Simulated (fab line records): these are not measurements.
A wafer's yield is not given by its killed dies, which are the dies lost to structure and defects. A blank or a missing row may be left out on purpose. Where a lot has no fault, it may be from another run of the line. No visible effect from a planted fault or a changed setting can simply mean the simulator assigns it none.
Split-lot trial + flow n5-finfet + 7 lots, 39 wafers read, on a route of 1938 steps

== ABOUT THE SPLIT ==
At N5_BEOL_M10_VIA_ETCH_34 (etches SiCOH lowk in C4F6/O2, target depth 184.5 nm, time 69.2 s), the setting time-s was moved away from the recipe's 69.2 s on 15 of the 39 wafers read, by -52.4% to +56.9%. This setting was run at the recipe's value on the other wafers.

The reading comes from the split's own step.

== THE READING ==
SOC_of_BEOL_M10_COAT_63.thk-nm (the simulator's own value, which no gauge read), in nm, at N5_BEOL_M10_VIA_ETCH_34 (etches SiCOH lowk in C4F6/O2, target depth 184.5 nm, time 69.2 s). No usual value for it is given in the file. Average 92.1 nm, standard deviation 0.36 nm, over the 24 wafers here run with the recipe.

| wafer  | tool, chamber at the split | time-s as run, s | against the recipe | SOC_of_BEOL_M10_COAT_63.thk-nm, nm | against lot-mates on the recipe |
|--------|----------------------------|------------------|--------------------|------------------------------------|---------------------------------|
| L076.1 | rie-diel-06, 1             | 69.2             | recipe             | 92.2                               | -                               |
| L076.2 | rie-diel-06, 0             | 45.49            | -34.3%             | 94.8                               | +2.7                            |
| L076.3 | rie-diel-06, 2             | 45.49            | -34.3%             | 94.6                               | +2.5                            |
| L076.4 | rie-diel-06, 3             | 69.2             | recipe             | 92                                 | -                               |
| L076.5 | rie-diel-06, 2             | 45.49            | -34.3%             | 94.8                               | +2.7                            |
| L076.6 | rie-diel-06, 3             | 69.2             | recipe             | 92.2                               | -                               |
| L077.1 | rie-diel-04, 1             | 44.21            | -36.1%             | 95.2                               | +3.3                            |
| L077.2 | rie-diel-04, 0             | 69.2             | recipe             | 92                                 | -                               |
| L077.3 | rie-diel-04, 3             | 44.21            | -36.1%             | 95                                 | +3.1                            |
| L077.4 | rie-diel-04, 0             | 69.2             | recipe             | 91.8                               | -                               |
| L077.5 | rie-diel-04, 1             | 69.2             | recipe             | 92                                 | -                               |
| L077.6 | rie-diel-04, 3             | 44.21            | -36.1%             | 95                                 | +3.1                            |
| L082.1 | rie-diel-06, 0             | 69.2             | recipe             | 92.8                               | -                               |
| L082.2 | rie-diel-06, 2             | 69.2             | recipe             | 92.4                               | -                               |
| L082.3 | rie-diel-06, 3             | 69.2             | recipe             | 92.2                               | -                               |
| L082.4 | rie-diel-06, 0             | 96.89            | +40.0%             | 89.2                               | -3.3                            |
| L082.5 | rie-diel-06, 3             | 96.89            | +40.0%             | 89.2                               | -3.3                            |
| L082.6 | rie-diel-06, 2             | 96.89            | +40.0%             | 89.2                               | -3.3                            |
| L084.1 | rie-diel-05, 0             | 69.2             | recipe             | 92.2                               | -                               |
| L084.2 | rie-diel-05, 1             | 69.2             | recipe             | 91.6                               | -                               |
| L084.3 | rie-diel-05, 3             | 69.2             | recipe             | 91.8                               | -                               |
| L084.4 | rie-diel-05, 2             | 69.2             | recipe             | 91.6                               | -                               |
| L084.5 | rie-diel-05, 0             | 69.2             | recipe             | 92.4                               | -                               |
| L084.6 | rie-diel-05, 1             | 69.2             | recipe             | 91.8                               | -                               |
| L087.1 | rie-diel-04, 0             | 69.2             | recipe             | 91.2                               | -                               |
| L087.2 | rie-diel-04, 1             | 69.2             | recipe             | 91.6                               | -                               |
| L087.3 | rie-diel-04, 2             | 69.2             | recipe             | 91.8                               | -                               |
| L087.4 | rie-diel-04, 3             | 32.93            | -52.4%             | 96                                 | +4.5                            |
| L087.5 | rie-diel-04, 2             | 32.93            | -52.4%             | 96.2                               | +4.7                            |
| L087.6 | rie-diel-04, 3             | 32.93            | -52.4%             | 95.8                               | +4.3                            |
| L088.2 | rie-diel-06, 0             | 69.2             | recipe             | 92.6                               | -                               |
| L088.3 | rie-diel-06, 2             | 69.2             | recipe             | 92.4                               | -                               |
| L088.6 | rie-diel-06, 1             | 69.2             | recipe             | 92.2                               | -                               |
| L097.1 | rie-diel-05, 2             | 69.2             | recipe             | 92                                 | -                               |
| L097.2 | rie-diel-05, 3             | 69.2             | recipe             | 92.4                               | -                               |
| L097.3 | rie-diel-05, 1             | 108.6            | +56.9%             | 87.2                               | -5.0                            |
| L097.4 | rie-diel-05, 3             | 69.2             | recipe             | 92.2                               | -                               |
| L097.5 | rie-diel-05, 1             | 108.6            | +56.9%             | 87.2                               | -5.0                            |
| L097.6 | rie-diel-05, 2             | 108.6            | +56.9%             | 87.2                               | -5.0                            |

FIT RESULTS
A straight line over all 39 wafers: SOC_of_BEOL_M10_COAT_63.thk-nm changes by -0.0793 nm for each +1% of time-s; r = -0.99; the points scatter about the line by 0.33 nm.
The same after taking each lot's own level away (the mean of its wafers on the recipe; 39 wafers): -0.0846 nm for each +1%; r = -1.00; scatter 0.21 nm.
That fit puts the effect of the largest move of time-s on the reading at 4.8 nm.
Across the lots, their own levels run from 91.53 to 92.47 nm, a range of 2.6 times the standard deviation given above.
Consequently the slope shifts little with the lot-to-lot level, the two slopes agreeing.
Check: -4.81 nm against its lot-mates is what the line predicts for one of the wafers moved furthest among these (+56.9%) when that wafer is left out of the fit. Against them it came out at -5 nm.

== ADDITIONAL SPLITS CARRIED BY THESE WAFERS ==
Note: prior to the reading, these wafers also went through further splits. Each is held against what the fit with the lots' levels taken away leaves over:
| other split on the same wafers        | wafers away from the commonest value | r with SOC_of_BEOL_M10_COAT_63.thk-nm (lot level and that fit taken away) |
|---------------------------------------|--------------------------------------|---------------------------------------------------------------------------|
| N5_DUMMY_GATE_ETCH_31 target-depth-a  | 15                                   | -0.01                                                                     |
| N5_HKMG_FIN_HK_ALD_01 ald-cycles      | 15                                   | -0.31                                                                     |
| N5_MOL_CONTACT_COAG_ALD_27 ald-cycles | 12                                   | +0.07                                                                     |
| N5_BEOL_M4_ETCH_64 time-s             | 15                                   | +0.11                                                                     |
| N5_BEOL_M8_PECVD_70 time-s            | 18                                   | +0.27                                                                     |

== THE WHOLE CHAIN: every reading that the file lists as answering this split, in the file's order ==
| step                    | what it does                                                     | reading                                                                         | change (the file's fit)                | r (the file's) |
|-------------------------|------------------------------------------------------------------|---------------------------------------------------------------------------------|----------------------------------------|----------------|
| N5_BEOL_M10_VIA_ETCH_34 | etches SiCOH lowk in C4F6/O2, target depth 184.5 nm, time 69.2 s | etch.depth-nm (the simulator's own value, which no gauge read)                  | +1.89 nm for each +1% of the setting   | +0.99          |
| N5_BEOL_M10_VIA_ETCH_34 | etches SiCOH lowk in C4F6/O2, target depth 184.5 nm, time 69.2 s | SOC_of_BEOL_M10_COAT_63.thk-nm (the simulator's own value, which no gauge read) | -0.0846 nm for each +1% of the setting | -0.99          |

== THE FILE'S OWN FIT ==
SOC_of_BEOL_M10_COAT_63.thk-nm changes by -0.0846 nm for each +1% of time-s, r = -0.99.
